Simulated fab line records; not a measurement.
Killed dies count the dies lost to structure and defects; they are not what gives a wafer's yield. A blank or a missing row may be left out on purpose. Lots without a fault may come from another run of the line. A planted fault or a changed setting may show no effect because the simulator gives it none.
Which tool is to blame?    flow n5_finfet    Sampling: 24 lots, 72 wafers, 6 of 1938 route steps

WHAT THE GAUGES SHOWED, per wafer
N5_BEOL_M12_CD_MEAS_10 targets a cd of 140 nm. Usual: cd_nm 139.2 nm, standard deviation 2.6.
lot   measured      on         cd_nm (nm)         flag
L076  day 12 11:35  cd_sem-02  141.3 146.1 141.4  
L075  day 12 16:10  cd_sem-02  135.3 138.0 139.2  
L074  day 12 16:37  cd_sem-01  135.8 137.9 137.8  
L077  day 12 20:39  cd_sem-02  139.8 139.5 140.6  
L078  day 13 04:22  cd_sem-01  134.8 139.1 138.5  
L081  day 13 17:29  cd_sem-01  135.7 132.7 137.9  
L079  day 13 17:53  cd_sem-01  138.2 138.9 137.0  
L080  day 13 18:57  cd_sem-03  140.3 140.1 142.3  
L085  day 14 05:58  cd_sem-02  136.9 134.1 132.9  
L082  day 14 08:26  cd_sem-01  143.6 138.8 141.4  
L083  day 14 14:07  cd_sem-03  142.6 143.5 139.1  
L084  day 15 00:46  cd_sem-03  137.4 140.0 137.7  
L087  day 15 06:16  cd_sem-01  140.5 139.5 141.7  
L089  day 15 09:17  cd_sem-03  137.7 133.0 136.7  
L086  day 15 09:36  cd_sem-01  139.7 139.2 136.5  
L090  day 16 04:25  cd_sem-03  140.0 139.2 137.9  
L088  day 16 04:59  cd_sem-03  142.2 138.7 139.7  
L092  day 17 00:56  cd_sem-02  140.3 143.2 142.2  
L091  day 17 01:06  cd_sem-03  139.4 140.8 139.7  
L095  day 17 07:27  cd_sem-01  140.5 137.4 138.1  
L094  day 17 07:44  cd_sem-02  138.5 136.5 138.0  
L096  day 17 08:23  cd_sem-03  138.5 139.6 141.1  
L093  day 17 09:15  cd_sem-01  144.1 141.8 143.0  
L097  day 18 01:17  cd_sem-02  140.3 138.4 141.5  

N5_BEOL_M12_INSPECT_12: inspects for defects (macro). Usual: raw_defect_count 2.2, standard deviation 1.4.
lot   measured      on                 raw_defect_count  flag
L076  day 12 11:38  defect_inspect-01  2 3 4             
L075  day 12 16:13  defect_inspect-01  1 3 0             
L074  day 12 16:40  defect_inspect-01  2 1 0             
L077  day 12 20:42  defect_inspect-01  2 4 0             
L078  day 13 04:25  defect_inspect-01  0 3 5             
L081  day 13 17:32  defect_inspect-01  3 4 4             
L079  day 13 17:56  defect_inspect-02  0 1 4             
L080  day 13 19:01  defect_inspect-01  7 3 1             
L085  day 14 06:01  defect_inspect-02  2 5 1             
L082  day 14 08:31  defect_inspect-01  2 2 3             
L083  day 14 14:11  defect_inspect-02  0 3 0             
L084  day 15 00:49  defect_inspect-01  2 2 2             
L087  day 15 06:19  defect_inspect-02  2 2 1             
L089  day 15 09:21  defect_inspect-01  2 3 2             
L086  day 15 09:39  defect_inspect-02  4 0 3             
L090  day 16 04:28  defect_inspect-01  2 3 2             
L088  day 16 05:03  defect_inspect-02  2 1 1             
L092  day 17 01:00  defect_inspect-01  1 2 2             
L091  day 17 01:10  defect_inspect-02  0 1 2             
L095  day 17 07:31  defect_inspect-01  3 1 4             
L094  day 17 07:47  defect_inspect-01  2 3 1             
L096  day 17 08:27  defect_inspect-01  7 2 3             
L093  day 17 09:18  defect_inspect-01  4 0 3             
L097  day 18 01:20  defect_inspect-01  0 2 1             

N5_BEOL_M13_INSPECT_12: inspects for defects (macro). Usual: raw_defect_count 2.1, standard deviation 1.4.
lot   measured      on                 raw_defect_count  flag
L076  day 12 19:31  defect_inspect-01  4 2 3             
L075  day 12 21:22  defect_inspect-01  1 0 2             
L074  day 12 22:28  defect_inspect-02  1 1 2             
L077  day 13 01:55  defect_inspect-01  1 2 4             
L078  day 13 09:50  defect_inspect-01  3 0 1             
L081  day 13 23:35  defect_inspect-01  2 2 1             
L079  day 14 01:47  defect_inspect-02  2 2 2             
L080  day 14 01:59  defect_inspect-02  1 1 1             
L085  day 14 14:23  defect_inspect-01  2 3 2             
L082  day 14 15:16  defect_inspect-01  5 2 3             
L083  day 14 20:08  defect_inspect-01  5 5 6             
L084  day 15 04:58  defect_inspect-01  1 1 2             
L087  day 15 10:16  defect_inspect-02  3 3 7             
L089  day 15 14:51  defect_inspect-01  3 3 1             
L086  day 15 16:09  defect_inspect-01  4 1 2             
L090  day 16 11:07  defect_inspect-02  1 2 0             
L088  day 16 11:31  defect_inspect-01  3 2 1             
L092  day 17 06:41  defect_inspect-01  1 0 4             
L091  day 17 06:50  defect_inspect-02  1 1 4             
L095  day 17 12:36  defect_inspect-01  6 1 3             
L094  day 17 13:59  defect_inspect-02  1 2 2             
L096  day 17 15:04  defect_inspect-01  2 2 2             
L093  day 17 15:31  defect_inspect-01  4 2 2             
L097  day 18 07:49  defect_inspect-01  2 3 2             

TOOL THAT RAN EACH LOT (tool first, then ch and the chambers of the sampled wafers, then the start)
lot   N5_BEOL_M11_ALD_74                   N5_BEOL_M12_ILD_DEP_00           N5_BEOL_M12_VIA_ETCH_16
L076  ald_metal-01 ch 1,2, day 12 09:17    pecvd-02 ch 0,1,2, day 12 11:02  rie_diel-01 ch 1,3, day 12 13:08
L075  ald_metal-03 ch 0,1,3, day 12 14:16  pecvd-03 ch 0,2, day 12 15:44    rie_diel-01 ch 1,2,3, day 12 16:41
L074  ald_metal-02 ch 0,3, day 12 14:35    pecvd-03 ch 1,2, day 12 16:03    rie_diel-03 ch 1,2, day 12 16:47
L077  ald_metal-02 ch 0,1,3, day 12 18:19  pecvd-04 ch 0,2, day 12 20:05    rie_diel-01 ch 1,2,3, day 12 20:49
L078  ald_metal-02 ch 0,2,3, day 13 02:08  pecvd-02 ch 0,2, day 13 03:56    rie_diel-03 ch 0,1,2, day 13 04:59
L081  ald_metal-02 ch 0,1,3, day 13 15:01  pecvd-04 ch 0,1, day 13 17:03    rie_diel-03 ch 1,3, day 13 17:40
L079  ald_metal-01 ch 0,1,2, day 13 15:12  pecvd-04 ch 0,1,2, day 13 17:19  rie_diel-03 ch 0,1,2, day 13 18:03
L080  ald_metal-02 ch 1,2,3, day 13 15:23  pecvd-03 ch 0,1,2, day 13 18:31  rie_diel-01 ch 0,1,3, day 13 19:41
L085  ald_metal-01 ch 2,3, day 14 03:53    pecvd-03 ch 1,2, day 14 05:24    rie_diel-05 ch 1,2,3, day 14 06:10
L082  ald_metal-02 ch 2,3, day 14 04:35    pecvd-02 ch 1,2, day 14 07:53    rie_diel-03 ch 1,2,3, day 14 08:40
L083  ald_metal-01 ch 1,3, day 14 10:15    pecvd-03 ch 0,1, day 14 13:34    rie_diel-05 ch 0,1, day 14 14:18
L084  ald_metal-02 ch 2,3, day 14 22:29    pecvd-03 ch 0,1, day 15 00:09    rie_diel-03 ch 1,2,3, day 15 00:56
L087  ald_metal-03 ch 0,1,3, day 15 03:44  pecvd-04 ch 0,1,2, day 15 05:41  rie_diel-03 ch 2,3, day 15 06:26
L089  ald_metal-02 ch 1,3, day 15 07:02    pecvd-02 ch 0,1,2, day 15 08:52  rie_diel-05 ch 0,1,3, day 15 09:28
L086  ald_metal-03 ch 1,2,3, day 15 07:17  pecvd-03 ch 0,1, day 15 09:10    rie_diel-05 ch 0,1,2, day 15 09:50
L090  ald_metal-03 ch 0,3, day 16 02:25    pecvd-03 ch 1,2, day 16 03:59    rie_diel-01 ch 1,3, day 16 04:35
L088  ald_metal-01 ch 0,1,2, day 16 02:32  pecvd-03 ch 0,1, day 16 04:26    rie_diel-03 ch 0,1,2, day 16 05:10
L092  ald_metal-02 ch 1,3, day 16 22:46    pecvd-02 ch 1,2, day 17 00:23    rie_diel-05 ch 0,1, day 17 01:07
L091  ald_metal-01 ch 1,2, day 16 23:01    pecvd-03 ch 1,2, day 17 00:32    rie_diel-01 ch 2,3, day 17 01:17
L095  ald_metal-03 ch 1,2,3, day 17 05:01  pecvd-03 ch 1,2, day 17 06:53    rie_diel-03 ch 1,2,3, day 17 07:55
L094  ald_metal-02 ch 1,3, day 17 05:19    pecvd-04 ch 0,2, day 17 07:10    rie_diel-05 ch 0,1, day 17 07:57
L096  ald_metal-03 ch 1,2,3, day 17 05:56  pecvd-03 ch 1,2, day 17 07:50    rie_diel-05 ch 0,1,2, day 17 08:34
L093  ald_metal-02 ch 0,1,3, day 17 07:14  pecvd-02 ch 0,1, day 17 08:49    rie_diel-01 ch 1,3, day 17 09:37
L097  ald_metal-02 ch 0,2, day 17 22:36    pecvd-03 ch 0,2, day 18 00:51    rie_diel-05 ch 0,2, day 18 01:28
- N5_BEOL_M11_ALD_74: deposits TaN, target thk 2 nm, pulse time 2 s, purge time 3 s.
- N5_BEOL_M12_ILD_DEP_00: deposits SiOC from DEMS/O2, target thk 658.92 nm, time 130.7 s.
- N5_BEOL_M12_VIA_ETCH_16: etches SiOC in C4F8/O2/Ar, target depth 724.8 nm.

AS READ BY THE TOOLS THEMSELVES (means over the sampled wafers that have a number; for cases with no such wafer, the mark the record gives instead)
N5_BEOL_M11_ALD_74. Usual: heater_power_w 394 W, standard deviation 44.
lot   tool          heater_power_w (W)  flag
L076  ald_metal-01  461                 
L075  ald_metal-03  411                 
L074  ald_metal-02  358                 
L077  ald_metal-02  360                 
L078  ald_metal-02  348                 
L081  ald_metal-02  359                 
L079  ald_metal-01  463                 
L080  ald_metal-02  370                 
L085  ald_metal-01  421                 
L082  ald_metal-02  362                 
L083  ald_metal-01  414                 
L084  ald_metal-02  361                 
L087  ald_metal-03  413                 
L089  ald_metal-02  374                 
L086  ald_metal-03  437                 
L090  ald_metal-03  400                 
L088  ald_metal-01  411                 
L092  ald_metal-02  373                 
L091  ald_metal-01  395                 
L095  ald_metal-03  446                 
L094  ald_metal-02  369                 
L096  ald_metal-03  443                 
L093  ald_metal-02  355                 
L097  ald_metal-02  349                 

N5_BEOL_M12_ILD_DEP_00. Usual: heater_power_w 475 W, standard deviation 58; showerhead_plenum_p_Torr 5.693 Torr, standard deviation 0.014; throttle_valve_pct 12.5 %, standard deviation 0.83.
lot   tool      heater_power_w (W)  showerhead_plenum_p_Torr (Torr)  throttle_valve_pct (%)  flag
L076  pecvd-02  492                 5.684                            12.4                    
L075  pecvd-03  493                 5.697                            12.8                    
L074  pecvd-03  433                 5.699                            12.6                    
L077  pecvd-04  473                 5.677                            11.6                    
L078  pecvd-02  477                 5.688                            12.2                    
L081  pecvd-04  485                 5.703                            12.2                    
L079  pecvd-04  476                 5.682                            12.0                    
L080  pecvd-03  450                 5.698                            12.7                    
L085  pecvd-03  450                 5.689                            12.5                    
L082  pecvd-02  471                 5.670                            12.4                    
L083  pecvd-03  480                 5.699                            13.5                    
L084  pecvd-03  483                 5.694                            13.2                    
L087  pecvd-04  453                 5.686                            12.0                    
L089  pecvd-02  490                 5.693                            12.4                    
L086  pecvd-03  476                 5.699                            13.3                    
L090  pecvd-03  451                 5.700                            12.5                    
L088  pecvd-03  513                 5.694                            13.3                    
L092  pecvd-02  508                 5.684                            12.5                    
L091  pecvd-03  440                 5.701                            12.0                    
L095  pecvd-03  415                 5.695                            12.7                    
L094  pecvd-04  483                 5.681                            11.9                    
L096  pecvd-03  432                 5.701                            11.9                    
L093  pecvd-02  505                 5.698                            12.9                    
L097  pecvd-03  498                 5.703                            12.9                    

N5_BEOL_M12_VIA_ETCH_16. Usual: chamber_pressure_mTorr 30.003 mTorr, standard deviation 0.025; drypump_motor_current_A 5.7 A, standard deviation 0.38; oes_product_au 0.73 a.u., standard deviation 0.055; rf_vpp_V 666 V, standard deviation 4.4; showerhead_plenum_p_Torr 3.44 Torr, standard deviation 0.16; throttle_valve_pct 24.22 %, standard deviation 0.24.
lot   tool         chamber_pressure_mTorr (mTorr)  drypump_motor_current_A (A)  oes_product_au (a.u.)  rf_vpp_V (V)  showerhead_plenum_p_Torr (Torr)  throttle_valve_pct (%)  flag
L076  rie_diel-01  29.972                          6.2                          0.75                   667           3.53                             24.44                   
L075  rie_diel-01  30.027                          5.8                          0.76                   666           3.42                             24.18                   
L074  rie_diel-03  29.999                          5.5                          0.78                   670           3.60                             24.25                   
L077  rie_diel-01  30.010                          5.8                          0.76                   666           3.42                             24.18                   
L078  rie_diel-03  30.003                          5.6                          0.79                   671           3.60                             24.07                   
L081  rie_diel-03  29.988                          6.1                          0.66                   666           3.43                             24.07                   
L079  rie_diel-03  30.000                          5.6                          0.78                   671           3.60                             24.08                   
L080  rie_diel-01  30.013                          6.0                          0.74                   665           3.42                             24.32                   
L085  rie_diel-05  29.985                          5.5                          0.76                   667           3.46                             24.21                   
L082  rie_diel-03  30.024                          5.8                          0.72                   668           3.52                             24.16                   
L083  rie_diel-05  30.009                          5.6                          0.73                   661           3.28                             24.37                   
L084  rie_diel-03  30.005                          5.9                          0.71                   669           3.51                             24.16                   
L087  rie_diel-03  30.007                          6.2                          0.67                   666           3.44                             24.05                   
L089  rie_diel-05  30.012                          5.5                          0.73                   663           3.32                             24.36                   
L086  rie_diel-05  30.005                          5.6                          0.70                   663           3.35                             24.31                   
L090  rie_diel-01  30.005                          6.0                          0.72                   665           3.41                             24.31                   
L088  rie_diel-03  30.006                          5.6                          0.75                   670           3.59                             24.13                   
L092  rie_diel-05  30.022                          5.6                          0.70                   661           3.27                             24.39                   
L091  rie_diel-01  30.022                          5.6                          0.72                   665           3.39                             24.14                   
L095  rie_diel-03  29.988                          5.9                          0.77                   668           3.50                             24.07                   
L094  rie_diel-05  29.997                          5.6                          0.68                   659           3.20                             24.47                   
L096  rie_diel-05  29.990                          5.5                          0.69                   664           3.34                             24.32                   
L093  rie_diel-01  30.001                          6.1                          0.71                   665           3.40                             24.33                   
L097  rie_diel-05  30.000                          5.6                          0.67                   660           3.27                             24.43                   

THE ANSWER, worked out from the rows above alone
Rule: lot off if the mean of its wafers having a number is beyond 3 standard deviations from the usual mean. Also off: a lot with no number at a reading for which 4 or more lots have one. Any other lot the step has rows for is counted as sound. Order of review: gauges by route order, followed by the tools' own readings, for which a lot's mean as printed above is used. At the first step where some lot is off, the reading lying furthest off is the one used; lots without a number count as furthest.
No lot is off on any of the readings shown, so nothing can be concluded from this.

WHAT HAD BEEN PUT IN BY THE SIMULATOR
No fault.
